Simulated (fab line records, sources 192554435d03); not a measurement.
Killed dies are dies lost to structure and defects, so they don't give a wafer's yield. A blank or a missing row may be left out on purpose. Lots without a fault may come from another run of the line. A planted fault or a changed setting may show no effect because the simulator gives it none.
Chamber matching | flow n5_finfet | N5_MOL_CONTACT_COAG_ALD_123 on ald_sin-03: 4 sister chambers
The step deposits SiNx, target thk 5 nm, pulse time 1 s, purge time 2 s. 18 wafers are shown with their chamber, then 9 later ones without.

WAFERS WITH THEIR CHAMBER
wafer  | chamber | heater_power_w (W) | precursor_pulse_height_rel
L076.1 | 0       | 904                | 0.977
L076.2 | 2       | 793                | 1.023
L076.3 | 3       | 815                | 1.004
L076.4 | 1       | 698                | 1.025
L076.5 | 2       | 802                | 0.983
L076.6 | 1       | 696                | 1.008
L078.1 | 1       | 689                | 1.027
L078.2 | 0       | 890                | 0.985
L078.4 | 2       | 807                | 1.015
L081.2 | 0       | 906                | 1.024
L081.3 | 3       | 869                | 1.005
L081.5 | 0       | 930                | 0.974
L082.1 | 1       | 712                | 1.018
L082.4 | 2       | 797                | 1.034
L082.6 | 1       | 707                | 1.002
L083.1 | 1       | 700                | 1.012
L083.2 | 3       | 831                | 1.029
L083.5 | 3       | 834                | 1.021

SIGNATURES (means of the wafers above)
reading                    | chamber 0 | chamber 1 | chamber 2 | chamber 3 | scatter within a chamber
heater_power_w             | 907.50    | 700.33    | 799.75    | 837.25    | 14.2
precursor_pulse_height_rel | 0.99000   | 1.01533   | 1.01375   | 1.01475   | 0.0169
Rule: a wafer's distance from a chamber is the root of the sum, over the readings, of the square of ((its reading less the chamber's mean) divided by the reading's scatter). The wafer belongs to the nearest chamber; if the next one is less than 2 further off, it can't be placed. The scatter: the root of (the sum of the squares of (reading less its chamber's mean) over the shown wafers, divided by (wafers less chambers)).

WAFERS WITHOUT THEIR CHAMBER
wafer  | heater_power_w (W) | precursor_pulse_height_rel
L087.3 | 843                | 0.967
L087.4 | 716                | 0.983
L087.6 | 888                | 0.965
L090.3 | 787                | 0.996
L090.5 | 709                | 0.992
L090.6 | 886                | 0.983
L092.1 | 859                | 0.970
L092.3 | 921                | 0.969
L092.6 | 847                | 0.999

WHICH CHAMBER EACH WENT THROUGH
wafer  | from the rows above          | in truth
L087.3 | can't be placed: 3 or 2 or 0 | 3
L087.4 | 1                            | 1
L087.6 | 0                            | 0
L090.3 | 2                            | 2
L090.5 | 1                            | 1
L090.6 | 0                            | 0
L092.1 | can't be placed: 3 or 0 or 2 | 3
L092.3 | 0                            | 0
L092.6 | 3                            | 3
Placed correctly: 7 of 9. Can't be placed from these rows: 2 (the true chamber is among the candidates in 2). Placed wrongly: 0.
